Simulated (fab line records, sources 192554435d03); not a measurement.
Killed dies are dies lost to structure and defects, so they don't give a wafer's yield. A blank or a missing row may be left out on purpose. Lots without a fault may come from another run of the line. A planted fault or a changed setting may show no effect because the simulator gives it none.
fab line records | flow n5_finfet
record lots=24 wafers=72 last_day=18
route steps=1938 shown MIM_BOT_LITHO@1864 TV_OPEN@1888 PAD_METAL@1896 PASSIVATION@1905
lots that met no fault: from a run of the same line without faults
start_h: hours from the record's first day to the start of the lot's first wafer shown | wait_h: hours since the lot's step before | " the same as in the row above | L1.1+2: a row that stands for several wafers | - no value, or no start given | * or withheld: withheld | < > ~ a bound
route shown NAME@n: a module of which the file shows steps, and the number in the route of the first | usual: mean/standard deviation of fault-free wafers | same: alike in all rows | chamber/n: place in a boat | sites: the reading at each site | _std_site: their standard deviation | _edge_site: outer sites' mean less inner sites' | radius_mm: how far each site lies from the wafer's centre | mask NAME#n: copy n | behind: the tool/chamber that last shaped the wafer | hold: why the lot was held/for how many hours/how that ended | device: the transistor (n, p or np) that didn't switch | end of line: the same wafers' tests at the end of the route | a step without rows: its recipe alone | killed: dies lost to structure and defects at the first sort, not the wafer's yield | map: a wafer's dies, x killed, . not, _ none there
set.NAME: the setting as run; set.NAME@STEP: as run at that earlier step | model.NAME: the simulator's own value behind a step, which no gauge read
steps of the route over a sample of lots; a table a step, a row a wafer
services: from which hour (start_h, from the record's first day; less than 0 if before it) a tool's chamber was out of use, for how many hours, and why
## steps
# step N5_MIM_BOT_LITHO_INSPECT_12
# recipe mode=adi inspect_instrument=macro
# usual raw_defect_count=1.9/1.5
# columns lot.wafer tool chamber start_h wait_h raw_defect_count
L074.2 defect_inspect-01 - 283.59 0.0 2
L074.3 " - " " 2
L074.6 " - " " 2
L076.2 defect_inspect-01 - 288.74 0.0 0
L076.4 " - " " 3
L076.6 " - " " 0
L075.3 defect_inspect-02 - 293.18 0.0 2
L075.4 " - " " 3
L075.6 " - " " 2
L077.2 defect_inspect-02 - 297.68 0.0 1
L077.4 " - " " 2
L077.6 " - " " 2
L078.3 defect_inspect-02 - 298.90 0.0 2
L078.4 " - " " 1
L078.5 " - " " 0
L079.1 defect_inspect-02 - 304.80 0.0 2
L079.3 " - " " 3
L079.5 " - " " 1
L080.3 defect_inspect-01 - 313.70 0.0 4
L080.4 " - " " 2
L080.5 " - " " 1
L083.1 defect_inspect-01 - 319.07 0.0 0
L083.3 " - " " 1
L083.6 " - " " 2
L081.2 defect_inspect-01 - 324.64 0.0 1
L081.5 " - " " 0
L081.6 " - " " 1
L082.2 defect_inspect-01 - 325.19 0.0 0
L082.3 " - " " 5
L082.6 " - " " 2
L086.3 defect_inspect-01 - 329.19 0.0 0
L086.4 " - " " 1
L086.5 " - " " 1
L084.4 defect_inspect-01 - 329.71 0.0 3
L084.5 " - " " 3
L084.6 " - " " 0
L087.3 defect_inspect-02 - 353.97 0.0 1
L087.5 " - " " 3
L087.6 " - " " 3
L088.2 defect_inspect-01 - 354.54 0.0 3
L088.3 " - " " 4
L088.6 " - " " 2
L089.1 defect_inspect-01 - 358.99 0.0 4
L089.4 " - " " 3
L089.6 " - " " 3
L085.4 defect_inspect-01 - 361.88 0.0 0
L085.5 " - " " 1
L085.6 " - " " 3
L090.1 defect_inspect-02 - 362.05 0.0 1
L090.3 " - " " 3
L090.4 " - " " 1
L091.2 defect_inspect-02 - 366.28 0.0 1
L091.3 " - " " 1
L091.6 " - " " 5
L092.3 defect_inspect-01 - 378.14 0.0 0
L092.5 " - " " 0
L092.6 " - " " 0
L094.1 defect_inspect-02 - 395.93 0.0 0
L094.2 " - " " 4
L094.4 " - " " 2
L093.1 defect_inspect-02 - 395.97 0.0 0
L093.3 " - " " 6
L093.5 " - " " 2
L097.4 defect_inspect-01 - 411.53 0.0 1
L097.5 " - " " 0
L097.6 " - " " 3
L095.2 defect_inspect-01 - 411.69 0.0 1
L095.4 " - " " 1
L095.6 " - " " 2
L096.2 defect_inspect-02 - 417.50 0.0 2
L096.3 " - " " 2
L096.5 " - " " 4
# step N5_PASSIVATION_VIA_ETCH_13
# recipe chemistry=CHF3/O2 target=SiO2 target_depth_a=6600 CHF3_flow_sccm=50 O2_flow_sccm=5 Ar_flow_sccm=200 time_s=330 mask_material=PR pressure_mtorr=30 source_w=650 bias_w=170 ion_energy_ev=200 ends=cleared
# usual drypump_motor_current_A=5.8/0.35 etch_rf_on_time_s=235/3.9 oes_product_au=0.71/0.076 rf_vpp_V=525/4.7 showerhead_plenum_p_Torr=2.40/0.081 throttle_valve_pct=18.87/0.26
# columns lot.wafer tool chamber start_h wait_h drypump_motor_current_A etch_rf_on_time_s oes_product_au rf_hours_counter_h rf_vpp_V showerhead_plenum_p_Torr throttle_valve_pct
L074.2 rie_diel-06 1 285.24 0.0 5.9 231 0.66 174 529 2.30 19.11
L074.3 " 3 " " 6.4 234 0.62 232 531 2.29 18.70
L074.6 " 1 " " 5.9 235 0.66 - 530 2.30 19.09
L076.2 rie_diel-04 1 291.37 0.0 5.6 236 0.65 200 522 2.50 19.10
L076.4 " 3 " " 5.7 235 0.74 93 523 2.53 18.78
L076.6 " 2 " " 6.1 236 0.80 - 524 2.45 18.78
L075.3 rie_diel-03 1 296.23 0.0 5.9 240 0.63 235 529 2.38 18.98
L075.4 " 2 " " 5.3 236 0.79 50 533 2.45 18.83
L075.6 " 1 " " 5.9 243 0.63 - 529 2.38 18.98
L077.2 rie_diel-03 0 301.82 0.0 5.5 230 0.82 20 528 2.46 18.43
L077.4 " 3 " " 6.6 244 0.70 125 526 2.32 18.94
L077.6 " 0 " " 5.6 231 0.82 - 527 2.46 18.46
L078.3 rie_diel-06 3 302.17 0.0 6.4 233 0.61 238 530 2.28 18.71
L078.4 " 1 " " 5.9 235 0.65 180 529 2.30 19.11
L078.5 " 1 " " 5.9 235 0.66 - 527 2.30 19.11
L079.1 rie_diel-04 1 306.87 0.0 5.6 236 0.64 204 522 2.49 19.09
L079.3 " 3 " " 5.7 229 0.74 98 523 2.53 18.78
L079.5 " 0 " " 5.7 238 0.75 - 515 2.35 18.53
L080.3 rie_diel-03 0 316.12 0.0 5.5 230 0.82 24 526 2.46 18.46
L080.4 " 2 " " 5.2 240 0.78 55 534 2.44 18.83
L080.5 " 0 " " 5.5 230 0.82 - 528 2.46 18.43
L083.1 rie_diel-06 2 322.74 0.0 5.5 239 0.65 198 523 2.31 19.19
L083.3 " 3 " " 6.4 235 0.62 246 530 2.28 18.73
L083.6 " 2 " " 5.5 241 0.64 - 522 2.31 19.20
L081.2 rie_diel-06 2 326.89 0.0 5.5 238 0.64 199 521 2.31 19.19
L081.5 " 1 " " 5.9 237 0.65 - 529 2.30 19.11
L081.6 " 3 " " 6.3 236 0.61 - 529 2.28 18.73
L082.2 rie_diel-04 1 330.90 0.0 5.6 233 0.63 211 521 2.49 19.09
L082.3 " 2 " " 6.1 232 0.79 48 527 2.44 18.76
L082.6 " 2 " " 6.1 228 0.79 - 525 2.44 18.78
L086.3 rie_diel-04 1 332.69 0.0 5.7 234 0.64 212 523 2.49 19.11
L086.4 " 3 " " 5.7 234 0.72 106 522 2.52 18.80
L086.5 " 2 " " 6.0 231 0.80 - 524 2.44 18.80
L084.4 rie_diel-03 0 332.94 0.0 5.5 230 0.80 30 527 2.46 18.47
L084.5 " 0 " " 5.5 233 0.80 - 530 2.46 18.46
L084.6 " 3 " " 6.6 239 0.69 - 525 2.32 18.97
L088.2 rie_diel-04 2 357.44 0.0 6.1 228 0.78 55 524 2.44 18.79
L088.3 " 0 " " 5.8 233 0.74 85 516 2.35 18.55
L088.6 " 2 " " 6.1 235 0.79 - 525 2.44 18.81
L087.3 rie_diel-06 2 357.60 0.0 5.5 237 0.63 212 521 2.30 19.24
L087.5 " 0 " " 5.5 231 0.85 - 532 2.47 19.09
L087.6 " 1 " " 5.9 237 0.64 - 530 2.29 19.12
L089.1 rie_diel-04 1 362.99 0.0 5.6 236 0.62 221 521 2.49 19.12
L089.4 " 2 " " 6.0 235 0.77 57 525 2.44 18.80
L089.6 " 2 " " 6.0 233 0.78 - 525 2.44 18.80
L085.4 rie_diel-06 1 363.81 0.1 6.0 238 0.63 - 528 2.29 19.14
L085.5 " 2 " " 5.4 243 0.63 - 523 2.30 19.22
L085.6 " 0 " " 5.5 233 0.83 - 531 2.47 19.08
L090.1 rie_diel-03 3 363.90 0.0 6.6 233 0.68 146 524 2.31 19.00
L090.3 " 2 " " 5.3 233 0.76 72 533 2.44 18.85
L090.4 " 0 " " 5.5 234 0.78 - 527 2.45 18.47
L091.2 rie_diel-03 1 373.72 0.0 5.9 232 0.91 0 528 2.38 18.61
L091.3 " 0 " " 5.6 229 0.78 43 529 2.45 18.48
L091.6 " 0 " " 5.6 228 0.78 - 528 2.45 18.49
L092.3 rie_diel-04 2 381.59 0.0 6.0 231 0.78 60 523 2.44 18.81
L092.5 " 3 " " 5.7 233 0.72 - 523 2.52 18.82
L092.6 " 0 " " 5.8 239 0.72 - 515 2.34 18.55
L094.1 rie_diel-06 2 398.18 0.0 5.5 243 0.62 227 521 2.30 19.24
L094.2 " 0 " " 5.5 231 0.80 24 531 2.47 19.11
L094.4 " 3 " " 6.4 233 0.86 8 538 2.57 18.30
L093.1 rie_diel-03 3 398.24 0.0 6.6 240 0.67 154 526 2.31 19.00
L093.3 " 0 " " 5.5 237 0.76 51 528 2.45 18.50
L093.5 " 1 " " 5.9 238 0.87 - 529 2.37 18.62
L095.2 rie_diel-03 3 413.96 0.0 6.6 234 0.68 159 526 2.31 19.02
L095.4 " 3 " " 6.6 235 0.68 - 526 2.31 19.02
L095.6 " 1 " " 5.9 236 0.85 - 527 2.37 18.65
L097.4 rie_diel-04 1 414.53 0.0 5.6 246 0.62 233 521 2.48 19.14
L097.5 " 3 " " 5.7 237 0.70 - 521 2.51 18.82
L097.6 " 0 " " 5.8 240 0.72 - 516 2.34 18.56
L096.2 rie_diel-04 2 420.27 0.0 6.1 231 0.75 74 525 2.43 18.81
L096.3 " 0 " " 5.8 232 0.72 103 514 2.34 18.58
L096.5 " 1 " " 5.6 236 0.62 - 523 2.48 19.15
# step N5_PASSIVATION_AL_DEP_21
# recipe material=Al target_thk_a=28000 temp_c=400 time_s=170 power_w=30000 chamber_pressure_pa=0.4 gas=Ar
# usual throttle_valve_pct=30.4/1.1
# columns lot.wafer tool chamber start_h wait_h throttle_valve_pct
L074.2 pvd_sputter-02 - 286.56 0.1 30.1
L074.3 " - " " 32.2
L074.6 " - " " 30.1
L076.2 pvd_sputter-03 - 292.63 0.1 28.0
L076.4 " - " " 30.7
L076.6 " - " " 30.7
L075.3 pvd_sputter-02 - 297.23 0.1 29.8
L075.4 " - " " 31.5
L075.6 " - " " 30.3
L077.2 pvd_sputter-02 - 302.69 0.1 30.2
L077.4 " - " " 32.3
L077.6 " - " " 29.9
L078.3 pvd_sputter-01 - 303.13 0.1 31.7
L078.4 " - " " 30.0
L078.5 " - " " 31.9
L079.1 pvd_sputter-02 - 307.85 0.1 32.0
L079.3 " - " " 30.4
L079.5 " - " " 30.0
L080.3 pvd_sputter-03 - 317.22 0.1 28.2
L080.4 " - " " 29.5
L080.5 " - " " 28.0
L083.1 pvd_sputter-03 - 323.58 0.1 31.6
L083.3 " - " " 28.2
L083.6 " - " " 30.6
L081.2 pvd_sputter-01 - 327.98 0.1 30.0
L081.5 " - " " 30.0
L081.6 " - " " 29.6
L082.2 pvd_sputter-02 - 332.85 0.1 30.1
L082.3 " - " " 32.1
L082.6 " - " " 32.1
L086.3 pvd_sputter-03 - 333.69 0.1 31.7
L086.4 " - " " 28.3
L086.5 " - " " 29.4
L084.4 pvd_sputter-02 - 333.83 0.1 31.7
L084.5 " - " " 31.9
L084.6 " - " " 30.2
L088.2 pvd_sputter-03 - 358.32 0.1 29.2
L088.3 " - " " 31.4
L088.6 " - " " 30.7
L087.3 pvd_sputter-03 - 358.84 0.1 30.9
L087.5 " - " " 28.2
L087.6 " - " " 29.3
L089.1 pvd_sputter-02 - 363.65 0.1 31.8
L089.4 " - " " 31.8
L089.6 " - " " 31.5
L085.4 pvd_sputter-01 - 364.32 0.1 29.8
L085.5 " - " " 31.9
L085.6 " - " " 29.4
L090.1 pvd_sputter-01 - 364.66 0.1 29.8
L090.3 " - " " 29.3
L090.4 " - " " 29.7
L091.2 pvd_sputter-03 - 374.60 0.1 29.4
L091.3 " - " " 30.7
L091.6 " - " " 29.5
L092.3 pvd_sputter-01 - 382.42 0.1 29.9
L092.5 " - " " 29.3
L092.6 " - " " 30.2
L094.1 pvd_sputter-01 - 399.00 0.1 31.6
L094.2 " - " " 29.9
L094.4 " - " " 29.7
L093.1 pvd_sputter-02 - 399.23 0.1 31.6
L093.3 " - " " 32.0
L093.5 " - " " 31.6
L095.2 pvd_sputter-01 - 414.96 0.1 29.8
L095.4 " - " " 31.7
L095.6 " - " " 31.9
L097.4 pvd_sputter-02 - 415.25 0.1 31.9
L097.5 " - " " 31.5
L097.6 " - " " 30.0
L096.2 pvd_sputter-02 - 421.55 0.1 31.8
L096.3 " - " " 30.3
L096.5 " - " " 30.0
# step N5_PASSIVATION_CD_MEAS_30
# recipe target_cd_nm=4000 landing_energy_ev=500 detector=se_inlens polarity=opening
# usual cd_nm=4000.0/1.5
# columns lot.wafer tool chamber start_h wait_h cd_nm
L074.2 cd_sem-01 0 287.15 - 3999.2
L074.3 " 0 " " 3998.5
L074.6 " 0 " " 4000.9
L076.2 cd_sem-01 0 293.23 - 3998.2
L076.4 " 0 " " 3999.3
L076.6 " 0 " " 3999.4
L075.3 cd_sem-02 0 297.70 - 3997.7
L075.4 " 0 " " 3998.4
L075.6 " 0 " " 4000.6
L077.2 cd_sem-02 0 303.16 - 4000.4
L077.4 " 0 " " 4000.0
L077.6 " 0 " " 3999.3
L078.3 cd_sem-03 0 303.61 - 4001.3
L078.4 " 0 " " 3997.4
L078.5 " 0 " " 3997.0
L079.1 cd_sem-01 0 308.32 - 4000.7
L079.3 " 0 " " 4002.1
L079.5 " 0 " " 4000.8
L080.3 cd_sem-01 0 317.69 - 3999.7
L080.4 " 0 " " 4000.4
L080.5 " 0 " " 3998.2
L083.1 cd_sem-03 0 324.05 - 4000.5
L083.3 " 0 " " 3999.8
L083.6 " 0 " " 4001.2
L081.2 cd_sem-01 0 328.46 - 3999.8
L081.5 " 0 " " 4002.2
L081.6 " 0 " " 4000.5
L082.2 cd_sem-02 0 333.45 - 3998.7
L082.3 " 0 " " 3998.6
L082.6 " 0 " " 4000.1
L086.3 cd_sem-01 0 334.29 - 4001.0
L086.4 " 0 " " 4000.1
L086.5 " 0 " " 4000.4
L084.4 cd_sem-02 0 334.46 - 4000.3
L084.5 " 0 " " 3997.6
L084.6 " 0 " " 4000.1
L088.2 cd_sem-03 0 358.79 - 3999.0
L088.3 " 0 " " 3999.1
L088.6 " 0 " " 3999.9
L087.3 cd_sem-02 0 359.31 - 3998.5
L087.5 " 0 " " 3997.9
L087.6 " 0 " " 3999.1
L089.1 cd_sem-01 0 364.12 - 3999.1
L089.4 " 0 " " 4000.5
L089.6 " 0 " " 3999.6
L085.4 cd_sem-01 0 364.92 - 3999.4
L085.5 " 0 " " 4000.2
L085.6 " 0 " " 4003.2
L090.1 cd_sem-01 0 365.25 - 3997.7
L090.3 " 0 " " 4001.7
L090.4 " 0 " " 4000.2
L091.2 cd_sem-03 0 375.20 - 4001.0
L091.3 " 0 " " 3999.2
L091.6 " 0 " " 4001.6
L092.3 cd_sem-01 0 382.89 - 3999.7
L092.5 " 0 " " 3999.6
L092.6 " 0 " " 4000.2
L094.1 cd_sem-02 0 399.60 - 4001.7
L094.2 " 0 " " 4002.6
L094.4 " 0 " " 4002.9
L093.1 cd_sem-03 0 399.70 - 3998.9
L093.3 " 0 " " 4001.4
L093.5 " 0 " " 3998.8
L095.2 cd_sem-03 0 415.55 - 3998.8
L095.4 " 0 " " 4000.3
L095.6 " 0 " " 3998.8
L097.4 cd_sem-03 0 415.85 - 4001.9
L097.5 " 0 " " 4001.3
L097.6 " 0 " " 4001.3
L096.2 cd_sem-02 0 422.02 - 3997.1
L096.3 " 0 " " 3997.8
L096.5 " 0 " " 3996.9
# step N5_PASSIVATION_PECVD_35
# recipe material=SiNx target_thk_a=7000 temp_c=400 precursor=SiH4/NH3/N2 pressure_torr=4.9 rf_w=1406 time_s=151.3
# usual heater_power_w=355/78 showerhead_plenum_p_Torr=8.65/0.073 throttle_valve_pct=28.8/2.1
# columns lot.wafer tool chamber start_h wait_h heater_power_w showerhead_plenum_p_Torr throttle_valve_pct
L074.2 pecvd-03 0 288.94 0.1 340 8.64 29.9
L074.3 " 2 " " 441 8.74 26.3
L074.6 " 2 " " 467 8.74 25.9
L076.2 pecvd-04 0 295.02 0.1 425 8.62 28.0
L076.4 " 2 " " 392 8.56 26.1
L076.6 " 0 " " 466 8.60 28.0
L075.3 pecvd-04 1 299.15 0.1 212 8.74 28.2
L075.4 " 2 " " 395 8.52 26.0
L075.6 " 1 " " 245 8.75 28.3
L077.2 pecvd-01 2 304.47 0.1 485 8.66 28.8
L077.4 " 1 " " 461 8.57 27.5
L077.6 " 2 " " 325 8.67 28.7
L078.3 pecvd-04 2 304.91 0.1 425 8.56 26.3
L078.4 " 0 " " 490 8.63 27.9
L078.5 " 1 " " 295 8.74 28.2
L079.1 pecvd-03 0 310.18 0.1 216 8.62 30.0
L079.3 " 2 " " 469 8.72 26.0
L079.5 " 0 " " 259 8.65 29.6
L080.3 pecvd-03 0 319.51 0.1 252 8.63 29.7
L080.4 " 2 " " 430 8.74 26.1
L080.5 " 1 " " 271 8.70 31.6
L083.1 pecvd-04 1 325.41 0.1 225 8.76 27.9
L083.3 " 0 " " 420 8.64 27.9
L083.6 " 0 " " 468 8.62 27.8
L081.2 pecvd-04 0 329.76 0.1 497 8.61 28.0
L081.5 " 2 " " 282 8.54 26.2
L081.6 " 0 " " 369 8.64 28.2
L082.2 pecvd-04 2 334.87 0.1 324 8.52 26.4
L082.3 " 0 " " 475 8.62 28.0
L082.6 " 0 " " 504 8.61 28.1
L086.3 pecvd-03 2 335.64 0.1 471 8.73 26.1
L086.4 " 0 " " 342 8.65 29.6
L086.5 " 2 " " 320 8.73 26.1
L084.4 pecvd-01 2 335.90 0.1 388 8.64 28.8
L084.5 " 1 " " 465 8.55 27.4
L084.6 " 0 " " 360 8.57 32.8
L088.2 pecvd-03 1 360.10 0.1 403 8.71 31.7
L088.3 " 0 " " 307 8.66 30.0
L088.6 " 2 " " 381 8.77 26.5
L087.3 pecvd-04 0 360.89 0.1 403 8.63 28.1
L087.5 " 1 " " 289 8.76 28.1
L087.6 " 2 " " 425 8.54 26.7
L089.1 pecvd-03 1 365.72 0.1 336 8.69 31.7
L089.4 " 0 " " 341 8.64 30.0
L089.6 " 2 " " 310 8.75 26.3
L085.4 pecvd-04 0 366.59 0.1 487 8.61 28.0
L085.5 " 2 " " 397 8.57 26.2
L085.6 " 1 " " 276 8.74 28.1
L090.1 pecvd-01 0 366.78 0.1 328 8.55 33.2
L090.3 " 2 " " 410 8.65 28.9
L090.4 " 1 " " 430 8.61 27.3
L091.2 pecvd-01 2 376.75 0.1 422 8.64 28.8
L091.3 " 0 " " 322 8.52 33.0
L091.6 " 1 " " 383 8.57 27.0
L092.3 pecvd-04 2 384.50 0.1 410 8.55 26.5
L092.5 " 1 " " 183 8.74 28.4
L092.6 " 0 " " 469 8.63 28.3
L094.1 pecvd-04 2 401.06 0.1 384 8.55 26.5
L094.2 " 0 " " 492 8.62 28.3
L094.4 " 2 " " 402 8.54 26.7
L093.1 pecvd-03 1 401.64 0.1 366 8.71 31.4
L093.3 " 1 " " 400 8.70 31.6
L093.5 " 1 " " 267 8.69 31.5
L095.2 pecvd-03 1 416.93 0.1 322 8.72 31.8
L095.4 " 0 " " 267 8.65 29.7
L095.6 " 1 " " 396 8.72 31.6
L097.4 pecvd-03 1 417.33 0.1 367 8.71 31.7
L097.5 " 0 " " 324 8.65 29.7
L097.6 " 1 " " 387 8.70 31.5
L096.2 pecvd-01 1 423.45 0.1 395 8.59 27.4
L096.3 " 0 " " 245 8.57 33.4
L096.5 " 0 " " 292 8.56 33.1
# step N5_PASSIVATION_DESCUM_46
# recipe chemistry=O2 time_s=7.9 source_power_w=50 bias_power_w=20 pressure_mtorr=20 rf_frequency_hz=2.712e+07 temp_c=40 o2_flow_sccm=225
# usual drypump_motor_current_A=5.7/0.48 oes_product_au=0.80/0.1 rf_vpp_V=242.8/1.3 showerhead_plenum_p_Torr=2.08/0.071 throttle_valve_pct=20.56/0.2
# columns lot.wafer tool chamber start_h wait_h drypump_motor_current_A oes_product_au rf_hours_counter_h rf_vpp_V showerhead_plenum_p_Torr throttle_valve_pct
L074.2 rie_diel-05 1 289.58 0.0 5.2 0.80 106 242.1 2.03 20.51
L074.3 " 2 " " 5.1 0.70 222 240.9 1.98 20.24
L074.6 " 3 " " 5.9 0.69 - 239.9 1.98 20.49
L076.2 rie_diel-02 0 295.54 0.0 5.8 0.89 39 241.4 2.05 20.47
L076.4 " 1 " " 5.8 0.79 119 244.6 2.19 20.68
L076.6 " 1 " " 5.8 0.79 - 245.2 2.19 20.66
L075.3 rie_diel-05 1 299.84 0.1 5.2 0.80 110 242.0 2.03 20.53
L075.4 " 0 " " 5.7 0.98 10 241.9 2.06 20.36
L075.6 " 2 " " 5.1 0.70 - 242.6 1.98 20.24
L077.2 rie_diel-01 0 305.02 0.1 6.3 0.69 241 243.8 2.07 20.80
L077.4 " 2 " " 5.1 0.70 - 242.0 2.07 20.57
L077.6 " 0 " " 6.4 0.69 - 244.1 2.07 20.81
L078.3 rie_diel-01 2 305.62 0.2 5.1 0.69 219 241.9 2.07 20.57
L078.4 " 2 " " 5.1 0.70 - 243.6 2.07 20.58
L078.5 " 1 " " 5.2 0.73 - 241.0 1.99 20.81
L079.1 rie_diel-01 0 310.83 0.0 6.3 0.69 244 241.8 2.06 20.79
L079.3 " 3 " " 5.7 0.72 218 243.4 2.16 20.69
L079.5 " 0 " " 6.3 0.69 - 240.9 2.06 20.81
L080.3 rie_diel-05 3 320.03 0.0 5.9 0.69 232 240.8 1.98 20.52
L080.4 " 2 " " 5.1 0.69 231 240.6 1.98 20.24
L080.5 " 0 " " 5.7 0.94 - 243.0 2.06 20.39
L083.1 rie_diel-02 2 326.05 0.0 6.7 0.89 29 242.6 2.14 20.54
L083.3 " 1 " " 5.8 0.78 130 243.8 2.18 20.68
L083.6 " 1 " " 5.8 0.77 - 245.1 2.18 20.69
L081.2 rie_diel-01 1 330.41 0.0 5.2 0.73 192 242.8 1.99 20.83
L081.5 " 1 " " 5.2 0.73 - 242.2 1.99 20.82
L081.6 " 2 " " 5.1 0.70 - 242.2 2.07 20.60
L082.2 rie_diel-02 1 335.52 0.0 5.8 0.77 134 245.0 2.18 20.71
L082.3 " 3 " " 5.4 0.89 44 243.9 2.12 20.32
L082.6 " 0 " " 5.8 0.88 - 244.8 2.04 20.49
L086.3 rie_diel-02 0 336.18 0.1 5.9 0.87 55 241.3 2.04 20.51
L086.4 " 1 " " 5.7 0.77 134 244.8 2.18 20.68
L086.5 " 0 " " 5.9 0.87 - 242.3 2.04 20.51
L084.4 rie_diel-01 3 336.63 0.3 5.7 0.71 - 243.7 2.16 20.71
L084.5 " 1 " " 5.2 0.73 - 241.5 1.99 20.86
L084.6 " 2 " " 5.1 0.69 - 242.8 2.07 20.60
L088.2 rie_diel-01 3 360.74 0.0 5.7 0.70 237 243.9 2.15 20.73
L088.3 " 1 " " 5.2 0.71 206 241.7 1.98 20.86
L088.6 " 3 " " 5.7 0.70 - 243.1 2.15 20.73
L087.3 rie_diel-01 2 361.52 0.1 5.1 0.69 242 242.7 2.06 20.64
L087.5 " 0 " " 6.3 0.98 - 243.9 2.06 20.46
L087.6 " 3 " " 5.7 0.71 - 240.9 2.15 20.72
L089.1 rie_diel-01 1 366.24 0.0 5.2 0.71 207 241.0 1.98 20.86
L089.4 " 0 " " 6.3 0.96 7 244.1 2.06 20.48
L089.6 " 0 " " 6.3 0.97 - 242.5 2.06 20.50
L085.4 rie_diel-05 2 367.18 0.0 5.1 0.68 247 242.4 1.97 20.26
L085.5 " 0 " " 5.6 0.92 - 242.7 2.05 20.41
L085.6 " 1 " " 5.2 0.79 - 242.3 2.02 20.55
L090.1 rie_diel-02 0 367.87 0.5 5.8 0.87 65 241.8 2.04 20.53
L090.3 " 1 " " 5.8 0.77 145 243.4 2.18 20.68
L090.4 " 3 " " 5.4 0.87 55 243.8 2.12 20.33
L091.2 rie_diel-02 0 377.42 0.1 5.8 0.85 68 243.1 2.04 20.51
L091.3 " 1 " " 5.8 0.76 148 243.1 2.17 20.70
L091.6 " 1 " " 5.8 0.76 - 243.2 2.18 20.70
L092.3 rie_diel-01 1 385.15 0.0 5.2 0.71 213 241.2 1.98 20.88
L092.5 " 3 " " 5.8 0.70 - 244.1 2.15 20.72
L092.6 " 1 " " 5.2 0.71 - 241.8 1.98 20.88
L094.1 rie_diel-02 2 401.59 0.0 6.7 0.85 56 245.2 2.13 20.58
L094.2 " 3 " " 5.4 0.84 69 242.3 2.11 20.35
L094.4 " 2 " " 6.7 0.85 - 244.0 2.13 20.56
L093.1 rie_diel-01 0 402.26 0.1 6.3 0.93 21 243.8 2.06 20.52
L093.3 " 1 " " 5.2 0.71 221 242.3 1.98 20.87
L093.5 " 1 " " 5.2 0.71 - 240.5 1.98 20.88
L095.2 rie_diel-05 0 417.51 0.0 5.7 0.88 54 242.1 2.05 20.45
L095.4 " 2 " " 5.1 0.99 2 244.7 2.23 19.93
L095.6 " 0 " " 5.6 0.88 - 243.3 2.05 20.45
L097.4 rie_diel-05 3 418.20 0.3 5.9 0.95 11 244.6 2.23 20.17
L097.5 " 1 " " 5.2 0.77 - 242.1 2.01 20.59
L097.6 " 0 " " 5.6 0.88 - 242.9 2.05 20.45
L096.2 rie_diel-01 0 424.03 0.0 6.3 0.90 29 241.3 2.05 20.52
L096.3 " 2 " " 5.1 0.96 11 242.9 2.06 20.22
L096.5 " 2 " " 5.1 0.96 - 242.8 2.06 20.23
## services
# columns tool chamber start_h hours kind
rie_diel-03 3 274.63 5.6 repair
pecvd-01 - 283.86 6.0 pm
pecvd-03 - 297.75 2.6 repair
pecvd-03 0 302.05 8.0 repair
rie_diel-01 3 303.84 3.5 repair
rie_diel-01 0 328.81 - clean
rie_diel-01 0 328.81 - consumable_replace:focus_ring
rie_diel-01 0 328.81 18.1 scheduled_down
rie_diel-01 0 328.81 18.1 vent_cycle
pvd_sputter-01 - 365.49 7.0 repair
pvd_sputter-02 - 366.55 13.9 repair
rie_diel-04 1 377.88 9.9 repair
rie_diel-01 2 383.82 - clean
rie_diel-01 2 383.82 - consumable_replace:focus_ring
rie_diel-01 2 383.82 14.9 scheduled_down
rie_diel-01 2 383.82 14.9 vent_cycle
rie_diel-04 - 387.36 2.8 pm
rie_diel-02 0 387.93 20.3 repair
pecvd-03 2 390.14 30.8 repair
rie_diel-02 - 396.06 0.3 repair
rie_diel-01 3 398.76 - clean
rie_diel-01 3 398.76 - consumable_replace:focus_ring
rie_diel-02 3 404.05 1.5 repair
rie_diel-03 2 409.54 14.3 repair
## key
fault none
